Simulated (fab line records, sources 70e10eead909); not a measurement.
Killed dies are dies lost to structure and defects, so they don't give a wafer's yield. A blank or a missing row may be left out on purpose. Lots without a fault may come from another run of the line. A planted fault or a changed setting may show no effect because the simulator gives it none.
fab line records | flow nand_harc
record lots=12 wafers=36 last_day=25
route steps=1159 shown P_GATE@172 END@1159
lots that met no fault: from a run of the same line without faults
start_h: hours from the record's first day to the start of the lot's first wafer shown | wait_h: hours since the lot's step before | " the same as in the row above | L1.1+2: a row that stands for several wafers | - no value, or no start given | * or withheld: withheld | < > ~ a bound
route shown NAME@n: a module of which the file shows steps, and the number in the route of the first | usual: mean/standard deviation of fault-free wafers | same: alike in all rows | chamber/n: place in a boat | sites: the reading at each site | _std_site: their standard deviation | _edge_site: outer sites' mean less inner sites' | radius_mm: how far each site lies from the wafer's centre | mask NAME#n: copy n | behind: the tool/chamber that last shaped the wafer | hold: why the lot was held/for how many hours/how that ended | device: the transistor (n, p or np) that didn't switch | end of line: the same wafers' tests at the end of the route | a step without rows: its recipe alone | killed: dies lost to structure and defects at the first sort, not the wafer's yield | map: a wafer's dies, x killed, . not, _ none there
set.NAME: the setting as run; set.NAME@STEP: as run at that earlier step | model.NAME: the simulator's own value behind a step, which no gauge read
steps of the route over a sample of lots; a table a step, a row a wafer
services: from which hour (start_h, from the record's first day; less than 0 if before it) a tool's chamber was out of use, for how many hours, and why
## steps
# step NHARC_P_GATE_DESCUM_48
# recipe time_s=3 o2_flow_sccm=200 ar_flow_sccm=0 bias_power_w=0 chemistry=O2
# usual drypump_motor_current_A=5.6/0.3 oes_product_au=0.997/0.016 rf_vpp_V=57.7/0.91 showerhead_plenum_p_Torr=1.90/0.077 throttle_valve_pct=11.311/0.0097
# columns lot.wafer tool chamber start_h wait_h drypump_motor_current_A oes_product_au rf_hours_counter_h rf_vpp_V showerhead_plenum_p_Torr throttle_valve_pct
L383.1 rie_diel-12 0 113.78 - 5.3 1.002 15 57.9 1.99 11.311
L383.4 " 1 " " 5.5 0.976 - 57.4 1.83 11.307
L383.6 " 2 " " 5.7 0.991 - 57.6 1.87 11.313
L382.1 rie_diel-12 2 115.22 - 5.7 0.994 17 58.0 1.87 11.307
L382.2 " 1 " " 5.5 0.978 16 57.1 1.83 11.328
L382.5 " 0 " " 5.3 1.002 - 57.7 1.99 11.310
L385.4 rie_diel-12 2 135.23 - 5.7 0.998 20 58.1 1.87 11.321
L385.6 " 0 " " 5.3 0.993 - 58.7 1.99 11.307
L385.5 " 1 " " 5.4 0.982 - 58.3 1.83 11.301
L386.3 rie_diel-10 0 140.94 - 6.2 0.991 48 58.1 2.04 11.310
L386.4 " 2 " " 5.6 1.011 - 59.0 1.87 11.306
L386.5 " 3 " " 6.0 1.001 - 57.0 1.98 11.314
L389.3 rie_diel-13 2 145.90 - 5.4 1.036 15 58.6 2.02 11.321
L389.1 " 3 " " 4.9 1.007 14 57.0 1.82 11.317
L389.2 " 0 " " 5.2 1.043 16 58.2 1.78 11.323
L388.3 rie_diel-13 1 146.46 - 5.6 0.981 17 56.8 1.88 11.319
L388.2 " 3 " " 5.0 1.004 14 56.9 1.82 11.308
L388.5 " 0 " " 5.3 1.040 - 56.7 1.78 11.303
L387.3 rie_diel-12 1 147.33 - 5.5 0.981 22 58.3 1.83 11.320
L387.2 " 3 " " 6.0 0.986 21 57.9 1.96 11.302
L387.5 " 1 " " 5.4 0.982 - 58.0 1.83 11.304
L391.2 rie_diel-12 0 165.30 - 5.3 1.012 24 59.7 1.99 11.286
L391.1 " 2 " " 5.7 1.008 25 58.0 1.87 11.313
L391.6 " 3 " " 5.9 0.986 - 57.7 1.96 11.315
L390.1 rie_diel-12 1 165.83 - 5.5 0.963 24 57.6 1.83 11.321
L390.3 " 2 " " 5.7 0.991 25 58.2 1.87 11.317
L390.2 " 0 " " 5.3 1.011 24 58.3 1.99 11.302
L394.2 rie_diel-12 2 180.48 - 5.7 1.005 28 57.8 1.87 11.318
L394.1 " 0 " " 5.3 1.011 27 58.4 1.99 11.309
L394.4 " 0 " " 5.3 1.011 - 57.2 1.99 11.314
L393.3 rie_diel-12 1 181.00 - 5.5 0.965 28 55.8 1.82 11.306
L393.5 " 0 " " 5.3 0.991 - 57.2 1.99 11.307
L393.4 " 2 " " 5.7 0.996 - 56.7 1.87 11.309
L403.4 rie_diel-12 1 250.45 - 5.5 0.983 8 58.9 1.82 11.324
L403.3 " 3 " " 5.9 0.998 4 57.0 1.96 11.303
L403.6 " 2 " " 5.7 1.013 - 57.2 1.87 11.322
# step NHARC_P_GATE_STRIP_112
# recipe power_w=1500 temp_c=110 time_s=200 chemistry=N2/H2
# usual drypump_motor_current_A=5.7/0.33 heater_power_w=89/7.2
# columns lot.wafer tool chamber start_h wait_h drypump_motor_current_A heater_power_w rf_hours_counter_h
L383.1 plasma_asher-02 1 116.21 0.4 6.1 82 34
L383.4 " 0 " " 5.3 96 -
L383.6 " 1 " " 6.1 83 -
L382.1 plasma_asher-02 0 117.26 0.2 5.3 101 35
L382.2 " 1 " " 6.1 83 35
L382.5 " 0 " " 5.3 99 -
L385.4 plasma_asher-01 0 137.57 0.3 5.5 77 -
L385.6 " 1 " " 5.7 94 -
L385.5 " 0 " " 5.5 80 -
L386.4 plasma_asher-02 0 143.19 0.2 5.3 97 -
L386.3 " 1 " " 6.1 80 -
L386.5 " 0 " " 5.3 99 -
L389.1 plasma_asher-01 1 148.08 0.2 5.7 97 13
L389.2 " 0 " " 5.5 79 13
L389.3 " 0 " " 5.5 79 -
L388.2 plasma_asher-02 1 148.58 0.2 6.1 85 46
L388.3 " 1 " " 6.1 84 -
L388.5 " 1 " " 6.1 84 -
L387.2 plasma_asher-02 0 149.51 0.2 5.3 97 46
L387.3 " 1 " " 6.1 83 -
L387.5 " 1 " " 6.1 85 -
L391.2 plasma_asher-01 1 167.29 0.2 5.7 95 19
L391.1 " 0 " " 5.5 79 19
L391.6 " 1 " " 5.7 95 -
L390.2 plasma_asher-02 1 167.93 0.3 6.1 82 51
L390.1 " 0 " " 5.3 99 51
L390.3 " 1 " " 6.1 84 -
L394.1 plasma_asher-01 1 182.63 0.2 5.7 95 25
L394.2 " 0 " " 5.5 80 25
L394.4 " 1 " " 5.7 97 -
L393.3 plasma_asher-01 0 183.25 0.2 5.5 80 -
L393.4 " 1 " " 5.7 94 -
L393.5 " 1 " " 5.7 92 -
L403.4 plasma_asher-02 0 252.54 0.2 5.3 93 -
L403.3 " 1 " " 6.1 86 -
L403.6 " 0 " " 5.3 93 -
# step NHARC_P_GATE_EXPOSE_88
# recipe na=0.6 target_cd_nm=2000 dose_mj=11.87 mask_id=P_HVN
# columns lot.wafer tool chamber start_h wait_h mask
L383.1+4+6 krf_scanner-02 0 117.07 - P_HVN#0
L382.1+2+5 krf_scanner-04 0 118.34 - P_HVN#0
L385.4+5+6 krf_scanner-04 0 138.48 - P_HVN#0
L386.3+4+5 krf_scanner-01 0 144.15 - P_HVN#0
L389.1+2+3 krf_scanner-04 0 149.11 - P_HVN#0
L388.2+3+5 krf_scanner-02 0 149.61 - P_HVN#0
L387.2+3+5 krf_scanner-01 0 150.50 - P_HVN#0
L391.1+2+6 krf_scanner-01 0 168.19 - P_HVN#0
L390.1+2+3 krf_scanner-02 0 168.96 - P_HVN#0
L394.1+2+4 krf_scanner-02 0 183.67 - P_HVN#0
L393.3+4+5 krf_scanner-02 0 184.07 - P_HVN_R1#0
L403.3+4+6 krf_scanner-04 0 253.49 - P_HVN#0
# step NHARC_P_GATE_CD_MEAS_91
# recipe target_cd_nm=2000 landing_energy_ev=500
# usual cd_nm=2000.5/1.8
# columns lot.wafer tool chamber start_h wait_h cd_nm
L383.1 cd_sem-03 0 117.23 - 2000.8
L383.4 " 0 " " 2000.4
L383.6 " 0 " " 2000.9
L382.1 cd_sem-03 0 118.50 - 1998.5
L382.2 " 0 " " 1998.1
L382.5 " 0 " " 2000.8
L385.4 cd_sem-03 0 138.63 - 1998.5
L385.5 " 0 " " 1998.4
L385.6 " 0 " " 1999.6
L386.3 cd_sem-02 0 144.30 - 1997.9
L386.4 " 0 " " 1997.7
L386.5 " 0 " " 1998.7
L389.1 cd_sem-03 0 149.27 - 2001.9
L389.2 " 0 " " 2005.2
L389.3 " 0 " " 2001.6
L388.2 cd_sem-03 0 149.76 - 2000.4
L388.3 " 0 " " 1999.5
L388.5 " 0 " " 2000.9
L387.2 cd_sem-01 0 150.65 - 1999.8
L387.3 " 0 " " 2000.2
L387.5 " 0 " " 1999.8
L391.1 cd_sem-03 0 168.35 - 2000.0
L391.2 " 0 " " 2000.9
L391.6 " 0 " " 2000.8
L390.1 cd_sem-02 0 169.12 - 2002.0
L390.2 " 0 " " 2002.5
L390.3 " 0 " " 2006.0
L394.1 cd_sem-02 0 183.84 - 2001.5
L394.2 " 0 " " 2000.6
L394.4 " 0 " " 2001.5
L393.3 cd_sem-02 0 184.22 - 2138.9
L393.4 " 0 " " 2140.3
L393.5 " 0 " " 2136.1
L403.3 cd_sem-02 0 253.64 - 1998.3
L403.4 " 0 " " 1997.9
L403.6 " 0 " " 1997.9
# step NHARC_P_GATE_RTA_80
# recipe temp_c=300 time_s=30
# usual lamp_power_pct=2.047/0.021 lamp_zone_5_pct=2.047/0.021 wafer_temp_C_max=301.2/0.36
# columns lot.wafer tool chamber start_h wait_h lamp_power_pct lamp_zone_5_pct wafer_temp_C_max
L383.1 rtp_anneal-02 0 119.71 - 2.024 2.025 301.0
L383.4 " 0 " " 2.026 2.025 300.9
L383.6 " 0 " " 2.023 2.025 301.1
L382.1 rtp_anneal-01 0 121.02 - 2.065 2.068 301.3
L382.2 " 0 " " 2.064 2.068 301.1
L382.5 " 0 " " 2.067 2.065 301.3
L385.4 rtp_anneal-02 0 141.30 - 2.024 2.024 301.0
L385.5 " 0 " " 2.022 2.026 301.0
L385.6 " 0 " " 2.028 2.026 300.8
L386.3 rtp_anneal-02 0 146.80 - 2.023 2.026 300.8
L386.4 " 0 " " 2.026 2.025 300.8
L386.5 " 0 " " 2.028 2.026 300.8
L389.1 rtp_anneal-01 0 151.79 - 2.068 2.066 301.5
L389.2 " 0 " " 2.064 2.065 301.6
L389.3 " 0 " " 2.066 2.066 302.3
L388.2 rtp_anneal-01 0 152.25 - 2.066 2.068 301.5
L388.3 " 0 " " 2.067 2.066 301.5
L388.5 " 0 " " 2.066 2.068 301.4
L387.2 rtp_anneal-02 0 153.19 - 2.029 2.028 300.7
L387.3 " 0 " " 2.031 2.032 300.9
L387.5 " 0 " " 2.029 2.031 300.9
L391.1 rtp_anneal-02 0 171.44 - 2.025 2.027 300.6
L391.2 " 0 " " 2.026 2.025 300.9
L391.6 " 0 " " 2.025 2.023 300.7
L390.1 rtp_anneal-01 0 171.73 - 2.066 2.065 301.4
L390.2 " 0 " " 2.063 2.066 301.8
L390.3 " 0 " " 2.065 2.067 301.5
L394.1 rtp_anneal-02 0 187.29 - 2.030 2.027 301.3
L394.2 " 0 " " 2.025 2.029 300.8
L394.4 " 0 " " 2.028 2.030 300.7
L393.3 rtp_anneal-01 0 188.15 - 2.065 2.066 301.1
L393.4 " 0 " " 2.065 2.067 301.6
L393.5 " 0 " " 2.067 2.067 301.7
L403.3 rtp_anneal-01 0 256.17 - 2.076 2.076 301.3
L403.4 " 0 " " 2.074 2.072 301.6
L403.6 " 0 " " 2.072 2.077 301.6
# step NHARC_END_SORT_01
# recipe temp_c=25
# usual killed_at_array=27/10 killed_at_other=0.6/0.83 killed_at_periphery=2.4/1.8 killed_dies=30/10 killed_open=3.3/1.7 killed_short=1.8/1.4
# same gross_dies=677
# columns lot.wafer tool chamber start_h wait_h killed_at_array killed_at_other killed_at_periphery killed_dies killed_open killed_short
L393.4 prober-02 0 511.52 3.4 28 0 5 33 5 4
L393.5 prober-02 0 512.33 3.7 24 0 3 27 1 0
# killed by level:class
L393.4 A_CHANNEL_HOLE_D1:chamber_film_flake=19 P_GATE:area_expose=3 A_CHANNEL_FILL_D1:geometric_particle:short=2 A_WL_FILL:geometric_particle:short=2 P_CONTACT:geometric_particle:open=1 P_M0:geometric_particle:open=1 A_ONON_D1:geometric_particle:open=1 A_CHANNEL_FILL_D1:geometric_particle:open=1
L393.5 A_CHANNEL_HOLE_D1:chamber_film_flake=16 A_CONTACT:chamber_film_flake=8 P_M1:geometric_particle:open=1 P_ZERO_WELL:chamber_film_flake=1 P_GATE:area_expose=1
## services
# columns tool chamber start_h hours kind
plasma_asher-01 - 99.00 9.0 pm
rie_diel-13 - 99.00 9.0 pm
krf_scanner-02 - 102.66 0.6 repair
rie_diel-12 0 108.14 - clean
rie_diel-12 1 108.14 - clean
rie_diel-12 2 108.14 - clean
plasma_asher-02 - 110.17 1.5 repair
rie_diel-12 3 111.95 6.8 repair
plasma_asher-02 - 114.12 1.7 repair
krf_scanner-04 - 126.00 4.0 pm
rie_diel-10 2 133.21 3.4 repair
rie_diel-10 1 135.60 11.1 repair
rie_diel-12 3 170.63 10.5 repair
rie_diel-10 - 176.50 9.0 pm
plasma_asher-02 - 183.00 9.0 pm
krf_scanner-02 - 191.19 4.8 repair
krf_scanner-02 - 199.54 0.8 repair
rie_diel-12 3 202.17 20.3 repair
rie_diel-12 - 202.40 9.0 pm
rie_diel-10 2 206.85 1.4 repair
rie_diel-13 3 214.06 10.1 repair
krf_scanner-02 - 214.30 4.0 pm
krf_scanner-04 - 224.81 0.9 repair
krf_scanner-01 - 256.00 4.0 pm
## key
first_sign step=NHARC_P_GATE_EXPOSE_88 reading=mask direction=changed
effect step=NHARC_P_GATE_CD_MEAS_91 reading=cd_nm direction=up sigmas=78 usual=2000.5 struck=2138.4
met_at NHARC_P_GATE_EXPOSE_88
struck_lots L393
tester_left_out L393
not_acting_at NHARC_P_GATE_DESCUM_48,NHARC_P_GATE_STRIP_112,NHARC_P_GATE_RTA_80
onset_between 183.67 184.07
fault kind=wrong_mask tool=any chamber=- onset_h=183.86 steps=NHARC_P_GATE_EXPOSE_88 aux_copy=P_HVN_R1#0 cd_offset_nm=137.38 scope=struck_lots_only
# tester_left_out: of these lots the tester's yield and bins aren't shown, on N5 and GAA mostly nor the transistor test; their killed dies are dies lost to structure and defects alone, not to doping, threshold or leakage, so they don't give the yield
